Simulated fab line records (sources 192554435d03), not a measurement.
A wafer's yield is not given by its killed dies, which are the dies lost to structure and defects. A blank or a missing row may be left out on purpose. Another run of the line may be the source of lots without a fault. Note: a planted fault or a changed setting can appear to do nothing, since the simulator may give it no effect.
fab line records | flow n5-finfet | part 2 of 2: steps 21 to 26 of 26
record: lots: 5 wafers: 15 last-day: 17
route steps=1938 shown BEOL_M11@1555
lots that met no fault: from a run of the same line without faults
start-h: the number of hours between the record's first day and the start of the first shown wafer of the lot | wait-h: hours from the lot's prior step to this one | " identical to the entry in the row above | L1.1+2: a single row standing in for several wafers | - value missing, or start not given | * or withheld: withheld | < > ~ a bound
route shown NAME@n: a module of which the file shows steps, and the number in the route of the first | usual: mean and standard deviation over wafers with no fault | same: alike in all rows | chamber/n: place in a boat | sites: the reading at each site | _std_site: the standard deviation of these | _edge_site: outer sites' mean less inner sites' | radius-mm: for every site, how far away it sits from the centre of the wafer | mask NAME#n: copy n | behind: tool/chamber where the wafer was last shaped | hold: why the lot was held/for how many hours/how that ended | device: whichever transistor did not switch (one of n, p or np) | end of line: at the end of the route, the tests of the same wafers | a step with no rows: only its recipe | killed: at the first sort, the dies lost to defects and structure; wafer yield is something else | map: a wafer's dies, marking killed ones x, the rest . and places with no die _
set.NAME: the setting the step ran with; set.NAME@STEP: the setting that earlier step ran with | model.NAME: the simulator's own value behind a step, which no gauge read
a table for each step, a row for each wafer; lots at some steps of the route
services: from which hour (start-h, from the record's first day; less than 0 if before it) a tool's chamber was out of use, for how many hours, and why
== steps ==
step: N5_BEOL_M11_VIA_ETCH_34
recipe: chemistry: C4F6/O2 target: SiCOH_lowk target-depth-a: 1845 mask-material: SOC taper-deg: 4 time-s: 69.2 ion-energy-ev: 250 pressure-mtorr: 30 source-w: 345 bias-w: 185 Ar_flow_sccm: 300 C4F6_flow_sccm: 10 O2_flow_sccm: 10
usual: drypump-motor-current-A: 5.7/0.49 oes-product-au: 0.81/0.09 rf-vpp-V: 664/8.1 showerhead-plenum-p-Torr: 2.81/0.086 throttle-valve-pct: 20.78/0.18
columns lot.wafer tool chamber start-h wait-h drypump-motor-current-A oes-product-au rf-hours-counter-h rf-vpp-V showerhead-plenum-p-Torr throttle-valve-pct
L084.1 rie-diel-02 2 287.68 0.0 6.0 0.89 46 660 2.77 20.85
L084.2 " 1 " " 6.0 0.89 35 658 2.79 20.88
L084.3 " 3 " " 5.6 0.67 237 666 2.91 20.90
L085.1 rie-diel-02 1 289.89 0.0 6.0 0.89 36 658 2.79 20.88
L085.3 " 3 " " 5.6 0.66 238 667 2.91 20.91
L085.6 " 2 " " 6.0 0.89 - 659 2.77 20.83
L087.4 rie-diel-01 0 292.82 0.0 5.8 0.72 187 676 2.96 21.17
L087.5 " 1 " " 5.8 0.72 - 651 2.71 20.60
L087.6 " 0 " " 5.7 0.72 - 678 2.96 21.17
L092.4 rie-diel-06 0 346.67 0.0 5.8 0.85 65 658 2.77 20.66
L092.5 " 2 " " 5.6 0.93 - 664 2.79 20.34
L092.6 " 1 " " 6.6 0.82 - 685 2.99 20.97
L097.1 rie-diel-01 0 355.74 0.0 5.7 0.70 206 676 2.95 21.21
L097.4 " 2 " " 5.0 0.76 125 663 2.75 20.72
L097.5 " 2 " " 4.9 0.76 - 663 2.75 20.70
step: N5_BEOL_M11_STRIP_73
recipe: chemistry: C4F6/O2 resist: SiARC rf-frequency-hz: 6e+07
columns lot.wafer tool chamber start-h wait-h
L084.1+2+3 rie-diel-02 2,1,3 287.73 0.0
L085.1+3+6 rie-diel-02 1,3,2 289.94 0.0
L087.4+5+6 rie-diel-01 0,1,0 292.87 0.0
L092.4+5+6 rie-diel-06 0,2,1 346.72 0.0
L097.1+4+5 rie-diel-01 0,2,2 355.80 0.0
step: N5_BEOL_M11_STRIP_36
recipe: chemistry: N2/H2 power-w: 450 temp-c: 40 pressure-mtorr: 20 rf-frequency-hz: 6e+07 overash-fraction: 0.3 bias-power-w: 7 h2-frac: 0.5 n2-flow-sccm: 200 h2-flow-sccm: 200
usual: bias-power-w: 6.997/0.022 drypump-motor-current-A: 5.7/0.5 oes-product-au: 0.81/0.092 power-w: 450.0/1.3 rf-vpp-V: 58.9/1.6 showerhead-plenum-p-Torr: 2.51/0.078 throttle-valve-pct: 23.53/0.24
columns lot.wafer tool chamber start-h wait-h bias-power-w drypump-motor-current-A oes-product-au power-w rf-hours-counter-h rf-vpp-V showerhead-plenum-p-Torr throttle-valve-pct
L084.1 rie-diel-02 2 287.74 0.0 6.989 6.0 0.88 450.4 46 56.5 2.47 23.58
L084.2 " 1 " " 7.042 6.0 0.90 452.1 35 57.6 2.47 23.37
L084.3 " 3 " " 6.997 5.6 0.67 449.9 237 60.1 2.61 23.82
L085.1 rie-diel-02 1 289.95 0.0 7.016 6.1 0.92 449.6 36 58.7 2.47 23.34
L085.3 " 3 " " 6.997 5.6 0.67 448.2 238 59.1 2.61 23.78
L085.6 " 2 " " 6.970 6.0 0.89 449.5 - 59.1 2.47 23.61
L087.4 rie-diel-01 0 292.88 0.0 7.014 5.7 0.72 449.1 187 59.3 2.63 24.07
L087.5 " 1 " " 7.003 5.8 0.71 450.4 - 58.5 2.42 23.40
L087.6 " 0 " " 7.014 5.7 0.71 447.8 - 60.2 2.63 24.08
L092.4 rie-diel-06 0 346.73 0.0 6.961 5.8 0.86 451.1 65 58.9 2.46 23.21
L092.5 " 2 " " 7.006 5.7 0.93 449.3 - 57.0 2.50 23.12
L092.6 " 1 " " 7.044 6.6 0.84 449.1 - 59.9 2.66 23.78
L097.1 rie-diel-01 0 355.81 0.0 6.995 5.8 0.70 447.5 206 56.3 2.62 24.15
L097.4 " 2 " " 6.944 4.9 0.76 448.3 125 61.0 2.45 23.60
L097.5 " 2 " " 6.975 4.9 0.78 449.4 - 59.6 2.45 23.62
step: N5_BEOL_M11_TRENCH_ETCH_37
recipe: chemistry: C4F6/O2 target-depth-a: 1488.3 target: SiCOH_lowk time-s: 48 ion-energy-ev: 250 pressure-mtorr: 30 source-w: 345 bias-w: 185 Ar_flow_sccm: 300 C4F6_flow_sccm: 10 O2_flow_sccm: 10
usual: drypump-motor-current-A: 5.7/0.49 oes-product-au: 0.81/0.09 rf-vpp-V: 664/8.1 showerhead-plenum-p-Torr: 2.81/0.086 throttle-valve-pct: 20.81/0.18
columns lot.wafer tool chamber start-h wait-h drypump-motor-current-A oes-product-au rf-hours-counter-h rf-vpp-V showerhead-plenum-p-Torr throttle-valve-pct
L084.1 rie-diel-02 2 - - 6.0 0.88 46 658 2.77 20.88
L084.2 " 1 " " 6.1 0.90 35 657 2.79 20.90
L084.3 " 3 " " 5.6 0.67 237 667 2.91 20.96
L085.1 rie-diel-02 1 - - 6.0 0.89 36 659 2.79 20.91
L085.3 " 3 " " 5.6 0.67 238 668 2.91 20.93
L085.6 " 2 " " 6.0 0.88 - 661 2.77 20.87
L087.4 rie-diel-01 0 - - 5.7 0.71 187 675 2.96 21.19
L087.5 " 1 " " 5.8 0.72 - 653 2.71 20.62
L087.6 " 0 " " 5.7 0.71 - 677 2.96 21.21
L092.4 rie-diel-06 0 - - 5.8 0.86 65 658 2.77 20.68
L092.5 " 2 " " 5.7 0.93 - 665 2.79 20.35
L092.6 " 1 " " 6.6 0.82 - 684 2.99 21.00
L097.1 rie-diel-01 0 - - 5.8 0.69 206 675 2.95 21.23
L097.4 " 2 " " 4.9 0.76 125 662 2.75 20.73
L097.5 " 2 " " 4.9 0.76 - 663 2.75 20.73
step: N5_BEOL_M11_ETCH_41
recipe: chemistry: CH3F/O2 target: SiCN target-depth-a: 426 taper-deg: 2 time-s: 86 ion-energy-ev: 120 mask-material: TiN pressure-mtorr: 30 source-w: 395 bias-w: 75 Ar_flow_sccm: 150 CH3F_flow_sccm: 30 O2_flow_sccm: 20
usual: drypump-motor-current-A: 5.7/0.5 oes-product-au: 0.81/0.091 rf-vpp-V: 296.9/1.6 showerhead-plenum-p-Torr: 1.98/0.062 throttle-valve-pct: 16.20/0.17
columns lot.wafer tool chamber start-h wait-h drypump-motor-current-A oes-product-au rf-hours-counter-h rf-vpp-V showerhead-plenum-p-Torr throttle-valve-pct
L084.1 rie-diel-02 2 - - 6.0 0.88 46 296.7 1.95 16.24
L084.2 " 1 " " 6.0 0.88 35 295.7 1.96 16.22
L084.3 " 3 " " 5.6 0.66 237 299.7 2.05 16.41
L085.1 rie-diel-02 1 - - 6.1 0.90 36 296.2 1.96 16.23
L085.3 " 3 " " 5.5 0.67 238 298.8 2.05 16.40
L085.6 " 2 " " 6.0 0.89 - 297.0 1.95 16.22
L087.4 rie-diel-01 0 - - 5.7 0.71 187 298.9 2.08 16.56
L087.5 " 1 " " 5.8 0.72 - 296.4 1.90 16.10
L087.6 " 0 " " 5.7 0.71 - 299.0 2.08 16.57
L092.4 rie-diel-06 0 - - 5.7 0.86 65 295.6 1.94 16.08
L092.5 " 2 " " 5.6 0.92 - 298.6 1.96 15.75
L092.6 " 1 " " 6.6 0.82 - 300.9 2.10 16.37
L097.1 rie-diel-01 0 - - 5.7 0.70 206 297.4 2.07 16.61
L097.4 " 2 " " 4.9 0.75 125 295.4 1.93 16.14
L097.5 " 2 " " 4.9 0.77 - 296.1 1.93 16.15
step: N5_BEOL_M11_STRIP_77
recipe: chemistry: N2/H2 time-s: 10 power-w: 450 temp-c: 40 pressure-mtorr: 20 rf-frequency-hz: 6e+07 bias-power-w: 7 n2-flow-sccm: 200 h2-flow-sccm: 200
usual: bias-power-w: 6.998/0.021 drypump-motor-current-A: 5.7/0.5 oes-product-au: 0.81/0.091 rf-vpp-V: 59.1/0.84 showerhead-plenum-p-Torr: 2.51/0.079 throttle-valve-pct: 23.53/0.24
columns lot.wafer tool chamber start-h wait-h bias-power-w drypump-motor-current-A oes-product-au rf-hours-counter-h rf-vpp-V showerhead-plenum-p-Torr throttle-valve-pct
L084.1 rie-diel-02 2 - - 7.045 6.0 0.89 46 58.9 2.47 23.58
L084.2 " 1 " " 7.011 6.0 0.89 35 59.4 2.47 23.32
L084.3 " 3 " " 6.995 5.6 0.67 237 60.2 2.61 23.81
L085.1 rie-diel-02 1 - - 6.983 6.0 0.90 36 59.7 2.47 23.36
L085.3 " 3 " " 7.025 5.6 0.68 238 59.1 2.61 23.82
L085.6 " 2 " " 6.966 6.0 0.90 - 59.8 2.47 23.57
L087.4 rie-diel-01 0 - - 7.015 5.8 0.72 187 59.7 2.63 24.08
L087.5 " 1 " " 7.014 5.8 0.72 - 58.5 2.42 23.36
L087.6 " 0 " " 7.028 5.7 0.71 - 57.4 2.63 24.10
L092.4 rie-diel-06 0 - - 7.015 5.8 0.85 65 58.8 2.46 23.21
L092.5 " 2 " " 6.971 5.7 0.93 - 58.7 2.50 23.12
L092.6 " 1 " " 7.000 6.6 0.82 - 57.9 2.66 23.77
L097.1 rie-diel-01 0 - - 7.002 5.7 0.71 206 59.3 2.62 24.12
L097.4 " 2 " " 7.014 5.0 0.76 125 58.5 2.45 23.58
L097.5 " 2 " " 7.019 5.0 0.77 - 59.6 2.45 23.61
== services ==
columns tool chamber start-h hours kind
arfi-scanner-02 - 268.38 0.8 pm
rie-metal-03 - 274.06 0.4 repair
rie-diel-06 - 276.05 14.6 pm
arfi-scanner-03 - 278.32 1.0 pm
rie-diel-02 - 279.98 0.2 repair
arfi-scanner-02 - 281.98 1.3 pm
rie-diel-02 0 283.46 - clean
rie-diel-02 0 283.46 - consumable-replace:focus-ring
rie-diel-02 0 283.46 27.3 scheduled-down
rie-diel-02 0 283.46 27.3 vent-cycle
arfi-scanner-03 - 298.05 0.8 pm
arfi-scanner-01 - 299.87 1.0 pm
rie-metal-02 1 304.85 9.7 repair
rie-diel-06 2 307.59 1.2 repair
rie-diel-02 0 316.35 5.3 repair
arfi-scanner-02 - 323.95 1.0 pm
rie-diel-02 3 326.91 - clean
arfi-scanner-01 - 330.91 1.3 pm
arfi-scanner-03 - 333.02 1.0 repair
rie-diel-06 2 335.32 3.3 repair
arfi-scanner-02 - 340.30 17.3 pm
arfi-scanner-01 - 351.39 1.0 repair
rie-metal-02 1 352.32 6.1 repair
rie-metal-03 1 354.43 3.3 repair
